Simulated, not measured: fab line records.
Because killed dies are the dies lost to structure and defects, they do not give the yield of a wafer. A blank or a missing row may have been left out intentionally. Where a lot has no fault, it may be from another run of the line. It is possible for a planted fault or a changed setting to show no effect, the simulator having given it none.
What tool caused it? + flow nand-harc + 12 lots with 36 wafers sampled at 6 steps, on a route of 1159 steps

## WHAT EACH GAUGE READ, for each wafer
NHARC_A_M0_OVL_MEAS_10: pitch 160 nm.
| lot  | measured     | on         | overlay-x-nm (nm) |
|------|--------------|------------|-------------------|
| L074 | day 17 17:46 | overlay-01 | -1.3 -0.8 -0.9    |
| L076 | day 17 21:52 | overlay-02 | -0.3 -0.2 -0.8    |
| L079 | day 18 15:29 | overlay-01 | 0.0 -0.2 0.6      |
| L083 | day 19 09:26 | overlay-01 | -1.0 -0.4 -0.7    |
| L082 | day 19 15:18 | overlay-02 | -0.4 0.3 0.4      |
| L085 | day 20 07:03 | overlay-02 | -0.5 -0.6 -0.8    |
| L086 | day 20 14:33 | overlay-01 | 0.9 1.0 -0.1      |
| L090 | day 21 11:11 | overlay-02 | -0.5 -0.1 -0.2    |
| L089 | day 21 17:01 | overlay-02 | 1.4 1.8 1.5       |
| L093 | day 22 01:14 | overlay-01 | 1.3 1.7 1.8       |
| L097 | day 22 11:04 | overlay-01 | 0.0 0.2 -0.6      |
| L095 | day 23 10:01 | overlay-02 | 0.3 0.8 0.0       |

## WHAT TOOL EACH LOT RAN ON (gives the tool, then ch and the chambers of the sampled wafers, and finally the start)
| lot  | NHARC_A_CONTACT_ETCH_77                       | NHARC_A_CONTACT_ETCH_128             | NHARC_A_CONTACT_ETCH_91            | NHARC_A_CONTACT_ETCH_106           | NHARC_A_CONTACT_DEP_85          |
|------|-----------------------------------------------|--------------------------------------|------------------------------------|------------------------------------|---------------------------------|
| L074 | rie-diel-01 ch 1,3, day 16 19:59 or earlier   | har-cap-etch-03 ch 0,1, day 16 19:59 | rie-diel-11 ch 0,1,2, day 16 21:16 | rie-diel-11 ch 0,2, day 16 21:53   | pecvd-01 ch 1,2, day 17 00:43   |
| L076 | rie-diel-11 ch 0,1, day 17 05:41 or earlier   | har-cap-etch-02 ch 0,1, day 17 05:41 | rie-diel-01 ch 1,2,3, day 17 06:57 | rie-diel-01 ch 0,2, day 17 07:28   | pecvd-01 ch 1,2, day 17 09:22   |
| L079 | rie-diel-07 ch 2,3, day 17 21:37 or earlier   | har-cap-etch-03 ch 0,1, day 17 21:37 | rie-diel-11 ch 0,1,2, day 17 22:54 | rie-diel-11 ch 2,3, day 17 23:33   | pecvd-03 ch 0,2, day 18 02:02   |
| L083 | rie-diel-07 ch 0,2, day 18 15:37 or earlier   | har-cap-etch-03 ch 0,1, day 18 15:37 | rie-diel-07 ch 1,2, day 18 17:09   | rie-diel-07 ch 1,2,3, day 18 17:50 | pecvd-04 ch 1,2, day 18 19:54   |
| L082 | rie-diel-11 ch 1,3, day 18 22:32              | har-cap-etch-02 ch 0,1, day 19 00:07 | rie-diel-07 ch 0,3, day 19 01:20   | rie-diel-11 ch 2,3, day 19 02:20   | pecvd-03 ch 1,2, day 19 04:37   |
| L085 | rie-diel-07 ch 1,2,3, day 19 06:58 or earlier | har-cap-etch-03 ch 0,1, day 19 06:58 | rie-diel-11 ch 0,1,3, day 19 08:15 | rie-diel-07 ch 0,2,3, day 19 08:46 | pecvd-04 ch 0,1, day 19 12:35   |
| L086 | rie-diel-07 ch 0,1,3, day 19 14:13 or earlier | har-cap-etch-02 ch 0,1, day 19 14:13 | rie-diel-07 ch 1,2,3, day 19 15:29 | rie-diel-07 ch 1,3, day 19 16:13   | pecvd-04 ch 0,1, day 19 18:07   |
| L090 | rie-diel-01 ch 0,1,3, day 20 10:46 or earlier | har-cap-etch-02 ch 0,1, day 20 10:46 | rie-diel-07 ch 0,1,3, day 20 12:04 | rie-diel-07 ch 0,2,3, day 20 12:34 | pecvd-04 ch 0,2, day 20 15:04   |
| L089 | rie-diel-07 ch 1,3, day 20 18:02 or earlier   | har-cap-etch-03 ch 0,1, day 20 18:02 | rie-diel-07 ch 1,2,3, day 20 19:39 | rie-diel-07 ch 0,1,3, day 20 20:13 | pecvd-01 ch 0,1,2, day 20 23:02 |
| L093 | rie-diel-07 ch 0,2,3, day 21 07:05 or earlier | har-cap-etch-02 ch 0,1, day 21 07:05 | rie-diel-07 ch 0,1,2, day 21 08:21 | rie-diel-11 ch 0,1,3, day 21 08:56 | pecvd-03 ch 0,1,2, day 21 10:52 |
| L097 | rie-diel-07 ch 0,1,3, day 21 20:19 or earlier | har-cap-etch-02 ch 0,1, day 21 20:19 | rie-diel-07 ch 0,1,2, day 21 21:36 | rie-diel-07 ch 0,1,2, day 21 22:07 | pecvd-04 ch 0,1,2, day 22 00:04 |
| L095 | rie-diel-07 ch 0,1,2, day 22 05:04 or earlier | har-cap-etch-02 ch 0,1, day 22 05:04 | rie-diel-07 ch 1,2,3, day 22 06:21 | rie-diel-07 ch 2,3, day 22 06:52   | pecvd-04 ch 0,2, day 22 12:25   |
- NHARC_A_CONTACT_ETCH_77: etches the open film in CF4/CHF3, target depth 72.6 nm, time 36.3 s.
- NHARC_A_CONTACT_ETCH_128: etches the open film in C4F8/O2/Ar, time 155 s, target depth 956 nm.
- NHARC_A_CONTACT_ETCH_91: etches the open film in CH3F/O2, target depth 40 nm, time 85.7 s.
- NHARC_A_CONTACT_ETCH_106: etches the open film in CF4/O2, target depth 60 nm, overetch 6 nm, time 33 s.
- NHARC_A_CONTACT_DEP_85: deposits SiON, target thk 50 nm.

## THE ANSWER, worked out from the rows above alone
Rule: the usual values come from the lots themselves. The widest of any qualifying gaps counts: lots, ordered by their means at a reading, are off when they make up no more than a third of the lots, leave a main group of 4 or more, and stand apart from it by 3 or more times the standard deviation of that group's means. Not used: any main group whose means are identical at the precision the tables above print for the reading. Also off: a lot with no number at a reading for which 4 or more lots have one. Where the step has rows for the other lots, those lots are counted as sound.
No lot is off on any of the readings shown, so nothing can be concluded from this.

## WHAT THE SIMULATOR PUT IN
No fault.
